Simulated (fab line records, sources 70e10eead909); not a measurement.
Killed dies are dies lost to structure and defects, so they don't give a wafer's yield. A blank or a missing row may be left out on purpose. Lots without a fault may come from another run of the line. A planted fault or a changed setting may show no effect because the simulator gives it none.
Chamber matching | flow nand_harc | NHARC_P_ZERO_WELL_ETCH_65 on rie_diel-06: 4 sister chambers
The step etches the open film in N2/H2, target depth 80 nm, overetch 24 nm, time 87.88 s. 4 wafers are shown with their chamber, then 8 later ones without.

WAFERS WITH THEIR CHAMBER
wafer  | chamber | drypump_motor_current_A (A)
L091.5 | 1       | 6.8
L091.6 | 2       | 5.3
L092.1 | 0       | 5.7
L093.1 | 3       | 6.0

WAFERS WITHOUT THEIR CHAMBER
wafer  | drypump_motor_current_A (A)
L093.4 | 5.2
L093.6 | 6.8
L094.1 | 5.3
L094.2 | 5.8
L094.5 | 5.3
L097.1 | 5.2
L097.3 | 6.8
L097.6 | 5.8

WHICH CHAMBER EACH WENT THROUGH
wafer  | from the rows above     | in truth
L093.4 | 2                       | 2
L093.6 | 1                       | 1
L094.1 | 2                       | 2
L094.2 | can't be placed: 0 or 3 | 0
L094.5 | 2                       | 2
L097.1 | 2                       | 2
L097.3 | 1                       | 1
L097.6 | can't be placed: 0 or 3 | 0
Placed correctly: 6 of 8. Can't be placed from these rows: 2 (the true chamber is among the candidates in 2). Placed wrongly: 0.
How it was worked out, from the rows above alone: a wafer's distance from a chamber is the root of the sum, over the readings, of the square of ((its reading less the chamber's mean) divided by the reading's scatter). The wafer belongs to the nearest chamber; if the next one is less than 2 further off, it can't be placed. A chamber's mean is the mean of its shown wafers. The scatter: with one shown wafer a chamber, the root of the mean of the squares of how far each hidden wafer lies from its nearest shown one.
